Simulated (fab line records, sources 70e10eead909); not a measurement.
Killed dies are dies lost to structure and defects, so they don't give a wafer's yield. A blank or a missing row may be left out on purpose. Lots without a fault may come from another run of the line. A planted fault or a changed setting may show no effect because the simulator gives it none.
fab line records | flow nand_harc
record lots=24 wafers=72 last_day=33
route steps=1302 shown A_STAIRCASE@674
lots that met no fault: from a run of the same line without faults
start_h: hours from the record's first day to the start of the lot's first wafer shown | wait_h: hours since the lot's step before | " the same as in the row above | L1.1+2: a row that stands for several wafers | - no value, or no start given | * or withheld: withheld | < > ~ a bound
route shown NAME@n: a module of which the file shows steps, and the number in the route of the first | usual: mean/standard deviation of fault-free wafers | same: alike in all rows | chamber/n: place in a boat | sites: the reading at each site | _std_site: their standard deviation | _edge_site: outer sites' mean less inner sites' | radius_mm: how far each site lies from the wafer's centre | mask NAME#n: copy n | behind: the tool/chamber that last shaped the wafer | hold: why the lot was held/for how many hours/how that ended | device: the transistor (n, p or np) that didn't switch | end of line: the same wafers' tests at the end of the route | a step without rows: its recipe alone | killed: dies lost to structure and defects at the first sort, not the wafer's yield | map: a wafer's dies, x killed, . not, _ none there
set.NAME: the setting as run; set.NAME@STEP: as run at that earlier step | model.NAME: the simulator's own value behind a step, which no gauge read
steps of the route over a sample of lots; a table a step, a row a wafer
services: from which hour (start_h, from the record's first day; less than 0 if before it) a tool's chamber was out of use, for how many hours, and why
## steps
# step NHARC_A_STAIRCASE_TRIM_18
# recipe time_s=211.2 o2_flow_sccm=500 ar_flow_sccm=0 bias_w=0 chemistry=O2
# usual drypump_motor_current_A=5.6/0.4 oes_product_au=1.001/0.0087 rf_vpp_V=57.7/0.87 showerhead_plenum_p_Torr=3.49/0.14 throttle_valve_pct=17.036/0.0096
# columns lot.wafer tool chamber start_h wait_h drypump_motor_current_A oes_product_au rf_hours_counter_h rf_vpp_V showerhead_plenum_p_Torr throttle_valve_pct
L075.3 rie_diel-10 1 - - 5.6 1.002 30 56.9 3.55 17.058
L075.2 " 0 " " 5.7 0.993 39 58.0 3.39 17.041
L075.6 " 2 " " 5.2 0.992 - 58.5 3.46 17.039
L074.3 rie_diel-02 3 - - 4.7 1.006 46 56.5 3.56 17.055
L074.5 " 1 " " 6.4 0.990 - 57.6 3.29 17.022
L074.6 " 0 " " 5.2 0.996 - 58.4 3.64 17.036
L076.1 rie_diel-02 3 - - 4.7 1.005 49 59.0 3.56 17.044
L076.4 " 1 " " 6.4 0.990 55 59.6 3.29 17.037
L076.6 " 3 " " 4.8 1.013 - 57.6 3.56 17.044
L077.1 rie_diel-10 1 - - 5.6 0.996 35 58.1 3.54 17.011
L077.3 " 2 " " 5.2 0.988 36 57.9 3.45 17.041
L077.6 " 2 " " 5.2 0.992 - 58.0 3.45 17.030
L078.4 rie_diel-13 1 - - 5.9 0.987 10 57.5 3.60 17.039
L078.3 " 3 " " 5.4 1.006 12 56.6 3.30 17.037
L078.5 " 0 " " 6.1 1.000 - 57.8 3.42 17.018
L079.4 rie_diel-13 0 - - 6.0 1.004 17 58.0 3.41 17.030
L079.3 " 1 " " 5.9 0.997 15 57.4 3.60 17.012
L079.6 " 1 " " 5.9 0.987 - 57.5 3.60 17.028
L080.1 rie_diel-02 0 - - 5.3 0.994 3 56.8 3.63 17.033
L080.3 " 1 " " 6.4 1.005 3 59.2 3.81 17.040
L080.2 " 2 " " 5.4 1.000 4 59.8 3.53 17.039
L081.2 rie_diel-13 3 - - 5.5 1.005 19 56.8 3.30 17.056
L081.3 " 2 " " 5.3 1.007 17 57.5 3.36 17.038
L081.6 " 3 " " 5.4 1.008 - 56.7 3.30 17.052
L082.2 rie_diel-10 3 - - 5.5 1.002 8 57.8 3.34 17.051
L082.3 " 3 " " 5.5 1.007 - 57.0 3.34 17.044
L082.4 " 0 " " 5.7 1.000 - 58.2 3.38 17.042
L083.1 rie_diel-10 1 - - 5.7 0.997 8 58.6 3.53 17.038
L083.2 " 3 " " 5.5 1.007 11 57.2 3.34 17.031
L083.3 " 0 " " 5.7 0.988 10 57.0 3.38 17.049
L085.3 rie_diel-10 1 - - 5.7 1.009 10 57.5 3.53 17.042
L085.1 " 3 " " 5.5 1.004 13 56.9 3.34 17.037
L085.4 " 0 " " 5.7 0.986 - 59.0 3.38 17.039
L084.2 rie_diel-02 3 - - 4.7 1.002 19 55.9 3.55 17.028
L084.1 " 1 " " 6.4 1.004 18 58.6 3.80 17.042
L084.5 " 3 " " 4.8 1.010 - 57.5 3.55 17.030
L086.3 rie_diel-13 1 - - 5.9 1.008 34 58.6 3.59 17.024
L086.2 " 3 " " 5.5 1.002 34 55.5 3.29 17.033
L086.5 " 1 " " 5.9 1.010 - 57.1 3.59 17.033
L087.2 rie_diel-02 1 - - 6.4 0.995 21 59.6 3.80 17.037
L087.4 " 2 " " 5.4 1.008 21 57.5 3.52 17.054
L087.5 " 3 " " 4.7 1.007 - 59.2 3.55 17.032
L088.2 rie_diel-10 0 - - 5.7 1.001 29 55.8 3.37 17.039
L088.1 " 1 " " 5.7 1.002 26 57.5 3.52 17.033
L088.6 " 3 " " 5.5 0.999 - 56.1 3.33 17.028
L089.2 rie_diel-10 3 - - 5.5 0.991 31 58.2 3.33 17.035
L089.6 " 1 " " 5.6 0.983 - 58.7 3.52 17.027
L089.5 " 2 " " 5.2 0.994 - 57.6 3.44 17.028
L091.1 rie_diel-13 0 - - 6.1 0.999 0 58.8 3.40 17.039
L091.6 " 3 " " 5.4 1.006 - 58.2 3.81 17.057
L091.5 " 0 " " 6.1 1.011 - 58.3 3.40 17.028
L090.2 rie_diel-10 1 - - 5.7 0.994 35 58.2 3.52 17.030
L090.6 " 1 " " 5.7 1.008 - 56.8 3.52 17.042
L090.5 " 2 " " 5.2 1.002 - 58.1 3.43 17.029
L092.4 rie_diel-13 0 - - 6.1 1.002 4 57.9 3.39 17.023
L092.3 " 1 " " 5.9 1.007 3 58.7 3.58 17.039
L092.2 " 2 " " 5.3 0.987 3 57.5 3.35 17.041
L093.1 rie_diel-13 2 - - 5.3 0.981 3 57.5 3.34 17.031
L093.4 " 1 " " 5.9 1.003 4 58.7 3.58 17.041
L093.6 " 3 " " 5.4 1.014 - 60.1 3.81 17.037
L094.2 rie_diel-13 0 - - 6.0 1.013 9 57.8 3.39 17.041
L094.3 " 3 " " 5.4 1.012 8 57.4 3.80 17.048
L094.6 " 1 " " 5.9 0.999 - 58.1 3.58 17.018
L096.2 rie_diel-02 2 - - 5.4 0.999 52 58.3 3.50 17.043
L096.1 " 0 " " 5.3 1.000 51 58.6 3.61 17.036
L096.6 " 3 " " 4.7 1.001 - 57.6 3.53 17.040
L095.4 rie_diel-13 0 - - 6.1 1.012 12 58.2 3.39 17.022
L095.2 " 2 " " 5.3 0.984 12 57.5 3.34 17.031
L095.1 " 3 " " 5.5 1.009 11 58.5 3.80 17.036
L097.2 rie_diel-13 3 - - 5.5 1.005 18 59.4 3.80 17.031
L097.1 " 1 " " 5.9 0.992 16 57.8 3.57 17.035
L097.5 " 3 " " 5.4 1.008 - 58.9 3.80 17.040
# step NHARC_A_STAIRCASE_ETCH_197
# recipe target_depth_a=1000 time_s=40.5 ion_energy_ev=400 c4f8_flow_sccm=20 o2_flow_sccm=10 ar_flow_sccm=withheld rf_w=600 bias_w=1000 chemistry=C4F8/O2
# usual oes_product_au=0.950/0.018 rf_vpp_V=895/5.5
# columns lot.wafer tool chamber start_h wait_h oes_product_au rf_hours_counter_h rf_vpp_V
L075.2 rie_diel-10 1 - - 0.954 31 895
L075.3 " 3 " " 1.000 37 890
L075.6 " 1 " " 0.954 - 898
L074.3 rie_diel-02 2 - - 0.943 51 896
L074.6 " 1 " " 0.963 - 886
L074.5 " 2 " " 0.943 - 896
L076.1 rie_diel-13 1 - - 0.980 5 898
L076.4 " 3 " " 0.962 5 888
L076.6 " 1 " " 0.972 - 899
L077.3 rie_diel-02 2 - - 0.981 55 895
L077.1 " 3 " " 0.977 54 898
L077.6 " 1 " " 0.974 - 888
L078.3 rie_diel-13 1 - - 0.916 12 898
L078.4 " 3 " " 0.922 14 888
L078.5 " 1 " " 0.917 - 898
L079.4 rie_diel-13 2 - - 0.960 16 889
L079.3 " 0 " " 0.954 18 892
L079.6 " 2 " " 0.952 - 890
L080.1 rie_diel-02 1 - - 0.925 5 905
L080.3 " 2 " " 0.961 6 896
L080.2 " 3 " " 0.950 5 897
L081.2 rie_diel-10 3 - - 0.949 1 888
L081.3 " 0 " " 0.937 1 892
L081.6 " 2 " " 0.949 - 893
L082.3 rie_diel-13 2 - - 0.940 30 889
L082.4 " 3 " " 0.964 29 889
L082.2 " 1 " " 0.942 29 899
L083.1 rie_diel-02 3 - - 0.977 18 896
L083.2 " 0 " " 0.968 16 898
L083.3 " 2 " " 0.967 18 895
L085.3 rie_diel-02 3 - - 0.947 20 897
L085.1 " 0 " " 0.939 18 900
L085.4 " 1 " " 0.952 19 905
L084.2 rie_diel-13 0 - - 0.943 32 891
L084.1 " 2 " " 0.962 33 891
L084.5 " 3 " " 0.944 - 889
L086.2 rie_diel-10 3 - - 0.955 21 887
L086.3 " 0 " " 0.944 20 890
L086.5 " 1 " " 0.957 - 896
L087.2 rie_diel-02 1 - - 0.921 23 904
L087.4 " 0 " " 0.924 21 900
L087.5 " 1 " " 0.925 - 906
L089.2 rie_diel-10 0 - - 0.924 30 891
L089.6 " 2 " " 0.951 - 892
L089.5 " 3 " " 0.938 - 889
L088.2 rie_diel-02 2 - - 0.935 27 896
L088.1 " 3 " " 0.928 34 896
L088.6 " 1 " " 0.936 - 904
L091.1 rie_diel-02 1 - - 0.945 46 905
L091.6 " 3 " " 0.946 - 896
L091.5 " 0 " " 0.941 - 899
L090.2 rie_diel-13 1 - - 0.949 1 899
L090.6 " 2 " " 0.936 - 890
L090.5 " 3 " " 0.967 - 905
L092.2 rie_diel-02 0 - - 0.933 47 900
L092.3 " 1 " " 0.940 51 905
L092.4 " 2 " " 0.949 47 897
L093.4 rie_diel-13 3 - - 0.956 6 905
L093.1 " 1 " " 0.942 6 897
L093.6 " 2 " " 0.939 - 890
L094.2 rie_diel-13 3 - - 0.971 9 906
L094.3 " 0 " " 0.971 10 891
L094.6 " 1 " " 0.983 - 897
L096.2 rie_diel-13 3 - - 0.955 17 905
L096.1 " 0 " " 0.984 17 887
L096.6 " 2 " " 0.938 - 891
L095.1 rie_diel-13 1 - - 0.923 16 898
L095.4 " 2 " " 0.912 16 890
L095.2 " 3 " " 0.937 17 906
L097.1 rie_diel-13 3 - - 0.955 20 905
L097.2 " 2 " " 0.931 19 890
L097.5 " 0 " " 0.957 - 890
# step NHARC_A_STAIRCASE_ETCH_203
# recipe target_depth_a=1000 time_s=40.5 ion_energy_ev=400 c4f8_flow_sccm=20 o2_flow_sccm=10 ar_flow_sccm=withheld rf_w=600 bias_w=1000 chemistry=C4F8/O2
# usual oes_product_au=0.946/0.011 rf_vpp_V=895/5.4
# columns lot.wafer tool chamber start_h wait_h oes_product_au rf_hours_counter_h rf_vpp_V
L075.3 rie_diel-10 2 - - 0.946 33 893
L075.2 " 0 " " 0.954 40 891
L075.6 " 3 " " 0.966 - 890
L074.3 rie_diel-02 0 - - 0.950 49 900
L074.6 " 2 " " 0.947 - 895
L074.5 " 3 " " 0.930 - 898
L076.4 rie_diel-13 3 - - 0.930 5 887
L076.1 " 0 " " 0.943 5 892
L076.6 " 1 " " 0.938 - 898
L077.1 rie_diel-02 1 - - 0.952 59 887
L077.3 " 2 " " 0.971 56 897
L077.6 " 1 " " 0.954 - 887
L078.4 rie_diel-13 3 - - 0.946 14 887
L078.3 " 1 " " 0.934 12 899
L078.5 " 2 " " 0.948 - 888
L079.3 rie_diel-13 1 - - 0.944 17 900
L079.4 " 0 " " 0.950 18 895
L079.6 " 2 " " 0.955 - 890
L080.3 rie_diel-02 0 - - 0.944 5 900
L080.2 " 2 " " 0.961 6 896
L080.1 " 3 " " 0.962 5 898
L081.3 rie_diel-10 1 - - 0.938 2 895
L081.2 " 3 " " 0.952 1 889
L081.6 " 2 " " 0.945 - 893
L082.4 rie_diel-13 3 - - 0.955 29 887
L082.2 " 0 " " 0.947 29 893
L082.3 " 1 " " 0.940 30 898
L083.3 rie_diel-02 0 - - 0.950 16 899
L083.2 " 1 " " 0.964 18 906
L083.1 " 3 " " 0.942 18 896
L085.3 rie_diel-02 2 - - 0.947 20 896
L085.1 " 0 " " 0.939 18 901
L085.4 " 1 " " 0.936 20 904
L084.2 rie_diel-13 3 - - 0.951 33 888
L084.1 " 0 " " 0.970 32 891
L084.5 " 3 " " 0.945 - 888
L086.3 rie_diel-10 1 - - 0.939 18 895
L086.2 " 0 " " 0.928 21 890
L086.5 " 1 " " 0.935 - 895
L087.4 rie_diel-02 3 - - 0.944 23 896
L087.2 " 0 " " 0.939 22 899
L087.5 " 2 " " 0.962 - 896
L089.2 rie_diel-10 0 - - 0.943 31 890
L089.5 " 3 " " 0.953 - 888
L089.6 " 0 " " 0.938 - 891
L088.1 rie_diel-02 1 - - 0.926 34 904
L088.2 " 3 " " 0.950 34 896
L088.6 " 2 " " 0.943 - 896
L091.1 rie_diel-02 0 - - 0.950 42 900
L091.5 " 2 " " 0.947 - 894
L091.6 " 3 " " 0.946 - 897
L090.2 rie_diel-13 1 - - 0.937 2 897
L090.5 " 0 " " 0.953 - 890
L090.6 " 1 " " 0.935 - 898
L092.4 rie_diel-02 2 - - 0.942 47 895
L092.2 " 3 " " 0.940 53 896
L092.3 " 0 " " 0.946 47 899
L093.4 rie_diel-13 2 - - 0.935 6 889
L093.1 " 3 " " 0.954 6 906
L093.6 " 1 " " 0.943 - 898
L094.2 rie_diel-13 0 - - 0.952 10 891
L094.3 " 1 " " 0.950 10 897
L094.6 " 1 " " 0.959 - 898
L096.1 rie_diel-13 1 - - 0.938 17 898
L096.2 " 2 " " 0.923 18 889
L096.6 " 1 " " 0.931 - 899
L095.1 rie_diel-13 0 - - 0.960 18 892
L095.2 " 1 " " 0.932 18 897
L095.4 " 2 " " 0.931 18 887
L097.2 rie_diel-13 2 - - 0.917 20 889
L097.1 " 3 " " 0.965 21 905
L097.5 " 1 " " 0.940 - 896
# step NHARC_A_STAIRCASE_TRIM_222
# recipe time_s=211.2 o2_flow_sccm=500 ar_flow_sccm=0 bias_w=0 chemistry=O2
# usual drypump_motor_current_A=5.5/0.42 oes_product_au=1.002/0.0082 rf_vpp_V=57.6/0.89 showerhead_plenum_p_Torr=3.49/0.14 throttle_valve_pct=17.036/0.009
# columns lot.wafer tool chamber start_h wait_h drypump_motor_current_A oes_product_au rf_hours_counter_h rf_vpp_V showerhead_plenum_p_Torr throttle_valve_pct
L075.2 rie_diel-10 3 - - 5.5 1.019 37 57.0 3.35 17.039
L075.3 " 0 " " 5.7 0.996 40 57.8 3.39 17.015
L075.6 " 3 " " 5.5 1.014 - 57.2 3.35 17.034
L074.3 rie_diel-13 1 - - 5.9 0.998 4 57.2 3.61 17.035
L074.6 " 3 " " 5.4 1.012 - 57.8 3.31 17.045
L074.5 " 0 " " 6.1 0.996 - 56.6 3.42 17.045
L076.4 rie_diel-02 3 - - 4.7 1.004 53 58.0 3.56 17.034
L076.1 " 1 " " 6.4 0.995 57 58.5 3.29 17.032
L076.6 " 3 " " 4.7 1.007 - 57.9 3.56 17.028
L077.3 rie_diel-10 3 - - 5.6 1.022 40 56.9 3.35 17.039
L077.1 " 0 " " 5.7 1.002 44 58.4 3.39 17.030
L077.6 " 1 " " 5.7 1.008 - 58.1 3.54 17.031
L078.4 rie_diel-13 2 - - 5.3 1.005 13 57.7 3.37 17.023
L078.3 " 0 " " 6.1 1.000 14 58.6 3.42 17.028
L078.5 " 1 " " 5.9 0.993 - 57.3 3.60 17.018
L079.3 rie_diel-02 0 - - 5.3 0.999 5 58.4 3.63 17.024
L079.4 " 2 " " 5.4 1.010 6 57.8 3.53 17.029
L079.6 " 1 " " 6.4 0.995 - 59.1 3.81 17.029
L080.1 rie_diel-02 1 - - 6.4 1.000 6 59.5 3.80 17.043
L080.3 " 2 " " 5.4 1.020 6 55.7 3.52 17.039
L080.2 " 0 " " 5.3 0.998 5 57.7 3.63 17.042
L081.3 rie_diel-10 1 - - 5.7 0.994 2 57.3 3.53 17.050
L081.2 " 3 " " 5.5 1.013 1 58.3 3.34 17.033
L081.6 " 1 " " 5.6 0.997 - 58.9 3.53 17.042
L082.3 rie_diel-13 1 - - 5.9 0.999 30 56.9 3.59 17.032
L082.2 " 2 " " 5.3 1.014 30 57.0 3.36 17.042
L082.4 " 3 " " 5.5 1.002 29 56.4 3.29 17.027
L083.3 rie_diel-02 2 - - 5.4 1.009 19 57.9 3.52 17.041
L083.2 " 3 " " 4.7 1.009 19 57.7 3.55 17.026
L083.1 " 0 " " 5.3 0.990 17 58.0 3.62 17.045
L085.4 rie_diel-02 2 - - 5.4 1.017 20 57.2 3.52 17.029
L085.1 " 3 " " 4.7 1.008 20 57.9 3.55 17.033
L085.3 " 0 " " 5.3 1.008 18 56.9 3.62 17.039
L084.1 rie_diel-10 3 - - 5.5 1.009 20 57.6 3.33 17.025
L084.2 " 0 " " 5.7 0.989 19 56.3 3.37 17.041
L084.5 " 1 " " 5.7 1.012 - 58.6 3.53 17.038
L086.2 rie_diel-02 1 - - 6.4 1.003 24 58.2 3.79 17.045
L086.3 " 3 " " 4.7 1.011 24 58.4 3.55 17.042
L086.5 " 1 " " 6.4 0.999 - 57.0 3.79 17.050
L087.4 rie_diel-10 1 - - 5.6 0.999 20 57.2 3.52 17.048
L087.2 " 2 " " 5.2 0.986 9 58.2 3.44 17.036
L087.5 " 0 " " 5.7 0.989 - 57.1 3.37 17.044
L089.2 rie_diel-10 3 - - 5.5 1.010 33 55.4 3.32 17.040
L089.6 " 0 " " 5.7 0.998 - 56.6 3.37 17.033
L089.5 " 1 " " 5.7 1.010 - 57.1 3.52 17.049
L088.2 rie_diel-13 0 - - 6.1 1.001 47 55.9 3.40 17.036
L088.1 " 1 " " 5.9 1.001 47 59.1 3.58 17.045
L088.6 " 2 " " 5.3 0.991 - 57.4 3.35 17.045
L091.1 rie_diel-10 3 - - 5.6 1.003 41 56.6 3.32 17.028
L091.6 " 1 " " 5.7 1.005 - 58.6 3.51 17.036
L091.5 " 2 " " 5.2 0.992 - 58.0 3.43 17.015
L090.2 rie_diel-02 0 - - 5.2 1.001 42 58.4 3.61 17.022
L090.6 " 2 " " 5.4 1.008 - 57.4 3.51 17.043
L090.5 " 3 " " 4.7 1.000 - 59.2 3.53 17.040
L092.3 rie_diel-13 3 - - 5.5 1.001 7 58.9 3.80 17.046
L092.4 " 1 " " 5.9 1.008 7 57.9 3.58 17.034
L092.2 " 2 " " 5.3 0.999 6 56.4 3.34 17.031
L093.4 rie_diel-13 0 - - 6.0 1.009 8 57.8 3.39 17.032
L093.1 " 2 " " 5.3 0.995 6 57.0 3.34 17.040
L093.6 " 1 " " 5.9 1.004 - 58.2 3.58 17.033
L094.2 rie_diel-02 2 - - 5.4 1.010 50 56.9 3.50 17.032
L094.3 " 1 " " 6.4 0.990 54 58.4 3.78 17.046
L094.6 " 2 " " 5.4 1.016 - 56.7 3.50 17.034
L096.2 rie_diel-10 0 - - 5.7 1.002 56 57.1 3.35 17.039
L096.1 " 2 " " 5.2 0.981 46 56.3 3.42 17.039
L096.6 " 3 " " 5.5 1.004 - 57.3 3.31 17.043
L095.1 rie_diel-10 2 - - 5.1 0.992 46 57.1 3.42 17.032
L095.4 " 3 " " 5.5 0.996 60 58.4 3.31 17.029
L095.2 " 0 " " 5.7 0.999 56 57.0 3.35 17.035
L097.2 rie_diel-10 3 - - 5.5 1.013 62 58.0 3.31 17.044
L097.1 " 2 " " 5.2 0.982 48 57.5 3.42 17.045
L097.5 " 3 " " 5.6 1.003 - 57.9 3.31 17.040
# step NHARC_A_STAIRCASE_ETCH_232
# recipe target_depth_a=1000 time_s=40.5 ion_energy_ev=400 c4f8_flow_sccm=20 o2_flow_sccm=10 ar_flow_sccm=withheld rf_w=600 bias_w=1000 chemistry=C4F8/O2
# usual oes_product_au=0.949/0.011 rf_vpp_V=895/5
# columns lot.wafer tool chamber start_h wait_h oes_product_au rf_hours_counter_h rf_vpp_V
L075.2 rie_diel-13 2 - - 0.945 3 890
L075.3 " 3 " " 0.965 3 890
L075.6 " 2 " " 0.951 - 890
L074.3 rie_diel-13 0 - - 0.946 4 892
L074.6 " 2 " " 0.955 - 890
L074.5 " 3 " " 0.944 - 888
L076.1 rie_diel-10 1 - - 0.958 36 898
L076.4 " 2 " " 0.939 37 894
L076.6 " 0 " " 0.960 - 891
L077.3 rie_diel-02 2 - - 0.957 56 897
L077.1 " 1 " " 0.942 59 886
L077.6 " 2 " " 0.951 - 896
L078.4 rie_diel-10 2 - - 0.943 50 893
L078.3 " 0 " " 0.956 59 891
L078.5 " 2 " " 0.943 - 893
L079.3 rie_diel-10 0 - - 0.954 0 890
L079.4 " 1 " " 0.942 0 895
L079.6 " 0 " " 0.953 - 890
L080.3 rie_diel-02 3 - - 0.958 6 896
L080.1 " 0 " " 0.946 7 900
L080.2 " 1 " " 0.949 7 906
L081.2 rie_diel-13 2 - - 0.946 19 890
L081.3 " 3 " " 0.968 21 888
L081.6 " 2 " " 0.948 - 888
L082.3 rie_diel-02 3 - - 0.964 16 897
L082.4 " 0 " " 0.937 15 897
L082.2 " 1 " " 0.949 17 905
L083.1 rie_diel-10 1 - - 0.935 11 896
L083.3 " 3 " " 0.946 14 889
L083.2 " 0 " " 0.939 13 891
L085.3 rie_diel-02 2 - - 0.950 21 894
L085.4 " 3 " " 0.946 21 897
L085.1 " 1 " " 0.943 20 905
L084.2 rie_diel-02 3 - - 0.962 22 895
L084.1 " 0 " " 0.963 20 899
L084.5 " 1 " " 0.958 - 907
L086.2 rie_diel-02 1 - - 0.941 24 905
L086.3 " 0 " " 0.961 23 900
L086.5 " 3 " " 0.952 - 897
L087.4 rie_diel-10 1 - - 0.934 21 896
L087.2 " 2 " " 0.934 9 891
L087.5 " 1 " " 0.942 - 896
L089.2 rie_diel-10 1 - - 0.948 29 896
L089.6 " 0 " " 0.924 - 890
L089.5 " 1 " " 0.940 - 897
L088.1 rie_diel-13 1 - - 0.946 47 898
L088.2 " 2 " " 0.961 48 889
L088.6 " 0 " " 0.939 - 890
L091.1 rie_diel-10 0 - - 0.939 43 890
L091.6 " 1 " " 0.946 - 896
L091.5 " 2 " " 0.965 - 893
L090.2 rie_diel-02 1 - - 0.945 48 906
L090.5 " 0 " " 0.949 - 899
L090.6 " 1 " " 0.949 - 905
L092.2 rie_diel-02 1 - - 0.945 52 905
L092.4 " 2 " " 0.969 49 896
L092.3 " 3 " " 0.965 54 897
L093.4 rie_diel-10 1 - - 0.959 44 895
L093.1 " 0 " " 0.956 47 890
L093.6 " 2 " " 0.929 - 892
L094.3 rie_diel-13 1 - - 0.946 10 898
L094.2 " 3 " " 0.977 10 906
L094.6 " 1 " " 0.940 - 897
L096.1 rie_diel-10 1 - - 0.934 55 896
L096.2 " 3 " " 0.928 60 888
L096.6 " 0 " " 0.922 - 890
L095.1 rie_diel-02 3 - - 0.945 1 896
L095.2 " 1 " " 0.953 2 905
L095.4 " 2 " " 0.942 1 894
L097.1 rie_diel-10 2 - - 0.936 49 892
L097.2 " 0 " " 0.945 60 890
L097.5 " 1 " " 0.934 - 895
# step NHARC_A_STAIRCASE_TRIM_233
# recipe time_s=211.2 o2_flow_sccm=500 ar_flow_sccm=0 bias_w=0 chemistry=O2
# usual drypump_motor_current_A=5.5/0.43 oes_product_au=1.001/0.0091 rf_vpp_V=57.8/0.91 showerhead_plenum_p_Torr=3.49/0.14 throttle_valve_pct=17.037/0.0093
# columns lot.wafer tool chamber start_h wait_h drypump_motor_current_A oes_product_au rf_hours_counter_h rf_vpp_V showerhead_plenum_p_Torr throttle_valve_pct
L075.2 rie_diel-13 3 - - 5.5 1.006 3 57.3 3.31 17.050
L075.3 " 0 " " 6.0 1.009 4 57.9 3.42 17.041
L075.6 " 1 " " 5.9 1.000 - 59.7 3.61 17.048
L074.3 rie_diel-13 1 - - 5.9 0.991 5 58.1 3.60 17.038
L074.5 " 1 " " 5.9 0.985 - 58.2 3.60 17.035
L074.6 " 2 " " 5.3 1.008 - 56.3 3.37 17.036
L076.4 rie_diel-10 2 - - 5.2 1.004 37 58.8 3.45 17.029
L076.1 " 3 " " 5.5 1.023 40 58.6 3.35 17.049
L076.6 " 1 " " 5.7 1.011 - 56.9 3.54 17.039
L077.3 rie_diel-02 2 - - 5.4 1.009 56 57.8 3.53 17.037
L077.1 " 3 " " 4.7 1.001 55 59.1 3.56 17.032
L077.6 " 2 " " 5.4 1.012 - 58.2 3.53 17.039
L078.4 rie_diel-10 0 - - 5.7 0.991 59 56.2 3.38 17.021
L078.3 " 2 " " 5.2 1.005 50 57.9 3.44 17.033
L078.5 " 3 " " 5.5 1.002 - 56.8 3.34 17.020
L079.3 rie_diel-10 1 - - 5.7 0.996 0 57.7 3.53 17.010
L079.4 " 3 " " 5.5 1.007 0 56.3 3.34 17.042
L079.6 " 2 " " 5.2 0.993 - 57.7 3.44 17.035
L080.2 rie_diel-02 0 - - 5.3 1.005 7 59.0 3.63 17.052
L080.3 " 1 " " 6.4 0.996 7 57.7 3.80 17.045
L080.1 " 2 " " 5.4 1.009 7 58.3 3.52 17.035
L081.3 rie_diel-13 0 - - 6.1 1.004 21 58.0 3.41 17.032
L081.2 " 3 " " 5.4 1.019 21 56.8 3.30 17.034
L081.6 " 0 " " 6.1 1.001 - 57.4 3.41 17.038
L082.2 rie_diel-02 1 - - 6.4 1.000 17 58.4 3.80 17.036
L082.3 " 2 " " 5.4 1.004 17 58.0 3.52 17.031
L082.4 " 3 " " 4.7 1.004 16 57.6 3.55 17.044
L083.1 rie_diel-10 1 - - 5.7 0.994 11 57.4 3.53 17.033
L083.3 " 3 " " 5.5 0.993 14 56.2 3.33 17.035
L083.2 " 0 " " 5.7 0.986 13 58.8 3.38 17.042
L085.4 rie_diel-02 0 - - 5.2 0.997 19 58.6 3.62 17.034
L085.3 " 1 " " 6.4 0.991 20 58.7 3.80 17.032
L085.1 " 2 " " 5.4 1.001 21 58.7 3.52 17.032
L084.2 rie_diel-02 1 - - 6.4 0.990 22 58.4 3.80 17.043
L084.1 " 2 " " 5.4 1.001 22 59.1 3.52 17.037
L084.5 " 0 " " 5.3 0.997 - 57.5 3.62 17.033
L086.3 rie_diel-02 1 - - 6.4 1.012 24 59.2 3.79 17.033
L086.2 " 3 " " 4.7 1.009 24 59.6 3.55 17.042
L086.5 " 3 " " 4.7 1.009 - 57.5 3.55 17.027
L087.4 rie_diel-10 2 - - 5.2 1.005 10 57.6 3.44 17.039
L087.2 " 3 " " 5.5 0.993 23 58.5 3.33 17.012
L087.5 " 1 " " 5.7 1.004 - 56.9 3.52 17.048
L089.2 rie_diel-10 2 - - 5.2 1.002 19 55.9 3.43 17.047
L089.6 " 3 " " 5.5 0.993 - 58.2 3.32 17.033
L089.5 " 0 " " 5.7 0.985 - 59.4 3.37 17.047
L088.1 rie_diel-13 3 - - 5.4 1.005 48 57.9 3.28 17.040
L088.2 " 0 " " 6.0 1.000 48 58.4 3.40 17.016
L088.6 " 1 " " 5.9 0.996 - 57.0 3.58 17.038
L091.1 rie_diel-10 3 - - 5.6 0.994 45 56.4 3.32 17.027
L091.5 " 2 " " 5.2 0.986 - 57.9 3.43 17.054
L091.6 " 3 " " 5.6 1.001 - 56.2 3.32 17.032
L090.2 rie_diel-02 1 - - 6.4 0.999 48 57.8 3.78 17.036
L090.6 " 2 " " 5.4 1.014 - 56.4 3.50 17.014
L090.5 " 3 " " 4.7 1.000 - 57.9 3.53 17.055
L092.2 rie_diel-02 2 - - 5.4 1.015 49 58.0 3.50 17.040
L092.4 " 3 " " 4.8 1.002 54 57.4 3.53 17.025
L092.3 " 1 " " 6.4 1.007 52 58.2 3.78 17.042
L093.1 rie_diel-10 2 - - 5.2 0.992 36 57.2 3.42 17.036
L093.4 " 1 " " 5.6 1.006 44 58.3 3.51 17.063
L093.6 " 3 " " 5.6 0.990 - 57.6 3.32 17.020
L094.2 rie_diel-13 1 - - 5.9 1.011 10 57.7 3.57 17.032
L094.3 " 2 " " 5.3 0.997 10 56.9 3.34 17.057
L094.6 " 3 " " 5.4 1.021 - 58.4 3.80 17.044
L096.2 rie_diel-10 3 - - 5.6 0.996 60 56.5 3.31 17.039
L096.1 " 2 " " 5.2 0.984 47 56.9 3.42 17.028
L096.6 " 0 " " 5.7 0.992 - 55.3 3.35 17.036
L095.4 rie_diel-02 1 - - 6.4 0.994 2 60.0 3.77 17.041
L095.1 " 2 " " 5.4 1.004 1 57.7 3.50 17.046
L095.2 " 0 " " 5.3 1.016 2 59.5 3.60 17.044
L097.2 rie_diel-10 3 - - 5.5 1.002 63 57.8 3.31 17.040
L097.1 " 2 " " 5.2 0.991 49 59.3 3.42 17.037
L097.5 " 3 " " 5.6 0.993 - 57.0 3.31 17.025
## services
# columns tool chamber start_h hours kind
rie_diel-13 3 339.40 1.3 repair
rie_diel-13 - 344.23 9.0 pm
rie_diel-02 0 350.61 - clean
rie_diel-02 1 350.61 - clean
rie_diel-02 2 350.61 - clean
rie_diel-02 3 350.61 - clean
rie_diel-02 2 360.98 4.4 repair
rie_diel-13 - 375.05 0.7 repair
rie_diel-02 0 375.11 - clean
rie_diel-02 1 375.11 - clean
rie_diel-02 2 375.11 - clean
rie_diel-02 3 375.11 - clean
rie_diel-02 - 393.83 9.0 pm
rie_diel-02 0 393.83 9.0 vent_cycle
rie_diel-02 1 393.83 9.0 vent_cycle
rie_diel-02 2 393.83 9.0 vent_cycle
rie_diel-10 - 420.03 9.0 pm
rie_diel-02 2 432.93 5.3 repair
rie_diel-10 2 441.16 33.4 repair
rie_diel-02 2 477.98 4.5 repair
rie_diel-02 2 488.79 12.6 repair
rie_diel-02 0 499.98 5.0 repair
rie_diel-13 - 521.23 9.0 pm
rie_diel-13 0 585.30 4.4 repair
## key
fault none
